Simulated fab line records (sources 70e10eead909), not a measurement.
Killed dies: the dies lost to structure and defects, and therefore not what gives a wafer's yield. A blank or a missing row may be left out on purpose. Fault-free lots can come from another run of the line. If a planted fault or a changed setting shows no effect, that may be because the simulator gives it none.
Chamber matching + flow nand harc + ald hk-04 running NHARC_A_STAIRCASE_ALD_420: 4 sister chambers
The step deposits SiO2, target thk 20 nm, pulse time 6 s, ald cycles 200. 4 wafers are shown with their chamber, then 7 later ones without.

== EACH WAFER AND ITS CHAMBER ==
| wafer  | chamber | heater power w (W) |
|--------|---------|--------------------|
| L632.6 | 0       | 415                |
| L644.5 | 2       | 488                |
| L646.1 | 1       | 498                |
| L646.4 | 3       | 453                |

== WAFERS WHOSE CHAMBER IS MISSING ==
| wafer  | heater power w (W) |
|--------|--------------------|
| L646.6 | 468                |
| L649.2 | 488                |
| L649.3 | 421                |
| L649.6 | 524                |
| L651.2 | 519                |
| L651.3 | 465                |
| L651.5 | 499                |

== WHICH CHAMBER EACH WENT THROUGH ==
| wafer  | from the rows above          | in truth |
|--------|------------------------------|----------|
| L646.6 | can't be placed: 3 or 2 or 1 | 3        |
| L649.2 | can't be placed: 2 or 1      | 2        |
| L649.3 | can't be placed: 0 or 3      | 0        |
| L649.6 | can't be placed: 1 or 2      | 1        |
| L651.2 | can't be placed: 1 or 2      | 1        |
| L651.3 | can't be placed: 3 or 2 or 1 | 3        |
| L651.5 | can't be placed: 1 or 2      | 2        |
0 of 7 placed correctly. Can't be placed from these rows: 7 (the true chamber is among the candidates in 7). Placed wrongly: 0.
How it was worked out, from the rows above alone: a wafer's distance from a chamber is the root of the sum, over the readings, of the square of ((its reading less the chamber's mean) divided by the reading's scatter). If the next closest chamber is less than 2 further off than the closest, the wafer can't be placed; otherwise it belongs to the closest. Each chamber's mean is taken over the wafers shown for it. The scatter (one wafer shown for each chamber): square how far every hidden wafer sits from the nearest shown wafer, average those squares and take the square root.
